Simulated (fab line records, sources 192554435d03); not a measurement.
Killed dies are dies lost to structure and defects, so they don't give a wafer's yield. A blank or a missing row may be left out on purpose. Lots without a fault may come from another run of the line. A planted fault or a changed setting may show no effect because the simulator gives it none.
Split-lot experiment | flow n5_finfet | 7 lots, 21 wafers read, on a route of 1938 steps

THE SPLIT
At N5_SD_EPI_P_PEB_07 (peb time 60 s), the setting peb_time_s was moved away from the recipe's 60 s on 7 of the 21 wafers read, by -20.6% to +14.8%. The other wafers ran this setting at the recipe's value.

FROM THE SPLIT TO THE READING: what the file shows between them, 1 step
- N5_SD_EPI_P_DEVELOP_08: develop time 30 s

THE READING
cd_nm, in nm, at N5_SD_EPI_P_CD_MEAS_09 (target cd 240 nm). Fault-free wafers of this fab line usually give 240.0 nm, standard deviation 1 nm.

wafer  | tool, chamber at the split | peb_time_s as run, s | against the recipe | cd_nm, nm | against lot-mates on the recipe
L079.1 | litho_track-01, 0          | 60                   | recipe             | 238.2     | -
L079.3 | litho_track-01, 0          | 60                   | recipe             | 240.5     | -
L079.5 | litho_track-01, 0          | 60                   | recipe             | 240.5     | -
L080.2 | litho_track-04, 0          | 60                   | recipe             | 239.4     | -
L080.4 | litho_track-04, 0          | 60                   | recipe             | 239.3     | -
L080.5 | litho_track-04, 0          | 60                   | recipe             | 240.0     | -
L084.2 | litho_track-01, 0          | 47.62                | -20.6%             | 231.1     | -8.5
L084.3 | litho_track-01, 0          | 60                   | recipe             | 239.6     | -
L084.4 | litho_track-01, 0          | 47.62                | -20.6%             | 230.7     | -8.9
L089.2 | litho_track-04, 0          | 60                   | recipe             | 240.0     | -
L089.3 | litho_track-04, 0          | 60                   | recipe             | 240.2     | -
L089.6 | litho_track-04, 0          | 60                   | recipe             | 241.0     | -
L091.3 | litho_track-04, 0          | 47.87                | -20.2%             | 232.8     | -6.4
L091.5 | litho_track-04, 0          | 60                   | recipe             | 239.2     | -
L091.6 | litho_track-04, 0          | 47.87                | -20.2%             | 231.4     | -7.8
L096.1 | litho_track-01, 0          | 68.86                | +14.8%             | 244.2     | +4.4
L096.4 | litho_track-01, 0          | 60                   | recipe             | 239.8     | -
L096.5 | litho_track-01, 0          | 68.86                | +14.8%             | 246.1     | +6.3
L097.2 | litho_track-03, 0          | 60                   | recipe             | 239.4     | -
L097.4 | litho_track-03, 0          | 60                   | recipe             | 239.7     | -
L097.6 | litho_track-03, 0          | 51.74                | -13.8%             | 233.3     | -6.2

THE FIT
A straight line over all 21 wafers: cd_nm changes by +0.399 nm for each +1% of peb_time_s; r = +0.98; the points scatter about the line by 0.77 nm.
The same after taking each lot's own level away (the mean of its wafers on the recipe; 21 wafers): +0.386 nm for each +1%; r = +0.98; scatter 0.74 nm.
On that fit, the largest move of peb_time_s shifts the reading by 8 nm.
The lots' own levels span 239.20 to 240.40 nm, that is 1.2 times the standard deviation above.
So the lot-to-lot level changes the slope little: the two slopes agree.
Check: with one of the wafers moved furthest among these (-20.6%) left out of the fit, the line predicts -7.93 nm for it against its lot-mates. It came out at -8.5 nm against them.

OTHER SPLITS ON THESE WAFERS
These wafers also went through other splits before the reading. Each is held against what the fit with the lots' levels taken away leaves over:
other split on the same wafers            | wafers away from the commonest value | r with cd_nm (lot level and that fit taken away)
N5_WELL_APT_EXPOSE_05 dose_mj             | 5                                    | -0.16
N5_WELL_APT_DESCUM_13 time_s              | 7                                    | +0.32
N5_PMOS_HMC_CHANNEL_EPI_EXPOSE_06 dose_mj | 7                                    | -0.04
N5_PMOS_HMC_CHANNEL_EPI_PEB_07 peb_time_s | 7                                    | -0.24
N5_SD_EPI_N_ETCH_45 target_depth_a        | 8                                    | -0.13

THE WHOLE CHAIN: every reading that the file lists as answering this split, in the file's order
step                   | what it does                                     | reading                                                         | change (the file's fit)               | r (the file's)
N5_SD_EPI_P_CD_MEAS_09 | target cd 240 nm                                 | cd_nm                                                           | +0.392 nm for each +1% of the setting | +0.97
N5_SD_EPI_P_DESCUM_14  | chemistry O2, time 7.9 s                         | SD_EPI_P.cd_nm (the simulator's own value, which no gauge read) | +0.404 nm for each +1% of the setting | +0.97
N5_SD_EPI_P_ETCH_37    | etches SOC in N2/H2, overetch 108 nm, time 486 s | SD_EPI_P.cd_nm (the simulator's own value, which no gauge read) | +0.37 nm for each +1% of the setting  | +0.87
N5_SD_EPI_P_ETCH_47    | etches SiOCN in CH3F/O2, target depth 25 nm      | SD_EPI_P.cd_nm (the simulator's own value, which no gauge read) | +0.375 nm for each +1% of the setting | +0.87

THE FILE'S OWN FIT
cd_nm changes by +0.392 nm for each +1% of peb_time_s, r = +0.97.
